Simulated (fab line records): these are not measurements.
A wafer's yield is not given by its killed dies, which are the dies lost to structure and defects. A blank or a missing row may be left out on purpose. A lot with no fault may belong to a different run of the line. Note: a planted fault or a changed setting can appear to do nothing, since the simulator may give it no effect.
Comparing a struck lot with a sound one ; flow nand-harc ; 13 out of 1159 route steps
Sound: these wafers, L121.1, L121.5, L121.6. Struck: wafers L136.1, L136.2, L136.4. The cause comes at the end.
Per side, at each step with rows, come the tool, then ch with its chambers, and then its first start. Under that, the readings that differ: sound wafers ; struck wafers ; difference of the means ; sigmas: that difference in standard deviations of wafers without a fault.
alike: readings with means less than 2 such deviations apart, plus words and numbers identical on both sides. not compared: withheld readings, readings lacking a value on some wafer, bounds such as >300 that could conceal the same value, and numbers that have no deviation in the record and whose values overlap.
Wherever a step has rows on one side only, a row that says differs or no value, or a row with sigmas, the two part there. Non-overlapping numbers with no deviation appear without sigmas and do not part them. Lack of a reading on every wafer of one side parts them only where that side has two or more wafers.

first, 1 step without rows for these wafers: NHARC_A_ONON_D1_DEP_03 (target thk 1000 nm).
NHARC_A_ONON_D1_THK_MEAS_05: measures by ellipsometry.
  sound on film-metro-02 at day 8 16:26; struck on film-metro-02 at day 12 09:35
  alike: thk-nm
then NHARC_A_ONON_D1_DEP_06 (target thk 1000 nm), 1 step lacking rows for these wafers.
NHARC_A_ONON_D1_THK_MEAS_08: measures by ellipsometry.
  sound on film-metro-02 at day 8 17:00; struck on film-metro-02 at day 12 10:09
  alike: thk-nm
then NHARC_A_ONON_D1_DEP_09 (target thk 1000 nm), 1 step lacking rows for these wafers.
NHARC_A_ONON_D1_THK_MEAS_11: measures by ellipsometry.
  sound on film-metro-01 at day 8 17:34; struck on film-metro-02 at day 12 10:43
reading;sound;struck;difference;sigmas
thk-nm (nm);983 983 985;1012 1012 1012;+28;+3
then NHARC_A_ONON_D1_DEP_12 (target thk 1000 nm), 1 step lacking rows for these wafers.
NHARC_A_ONON_D1_THK_MEAS_14: measures by ellipsometry.
  sound on film-metro-01 at day 8 18:10; struck on film-metro-02 at day 12 11:17
reading;sound;struck;difference;sigmas
thk-nm (nm);978 978 979;1021 1023 1020;+43;+5
then, 2 steps without rows for these wafers: NHARC_A_ONON_D1_ANNEAL_15 (time 3600 s); NHARC_A_ONON_D1_DEP_16 (target thk 1000 nm).
NHARC_A_ONON_D1_THK_MEAS_18: measures by ellipsometry.
  sound on film-metro-02 at day 9 01:39; struck on film-metro-02 at day 12 16:32
  alike: thk-nm
NHARC_A_ONON_D1_DEP_19: target thk 1000 nm.
  sound on pecvd-onon-02 ch 0, day 9 01:42; struck on pecvd-onon-03, day 12 16:35
  no value came back on the struck wafers for n2-flow-sccm (sccm), n2o-flow-sccm (sccm); on the sound wafers n2-flow-sccm (sccm) reads 2740 2733 2735
-- record jumps: 12 days between struck wafers' starts before vs after; left off in module A_ONON_D1, resumes in module END, first step shown is number 1159 of the route --
NHARC_END_SORT_01:
  only the struck wafers appear in the record here, on prober-02 ch 0 at day 24 19:44; the sound ones have no rows

## WHERE THEY PART
Last at NHARC_END_SORT_01 as far as this record goes, first at NHARC_A_ONON_D1_THK_MEAS_11.

WHY: what had been put in by the simulator
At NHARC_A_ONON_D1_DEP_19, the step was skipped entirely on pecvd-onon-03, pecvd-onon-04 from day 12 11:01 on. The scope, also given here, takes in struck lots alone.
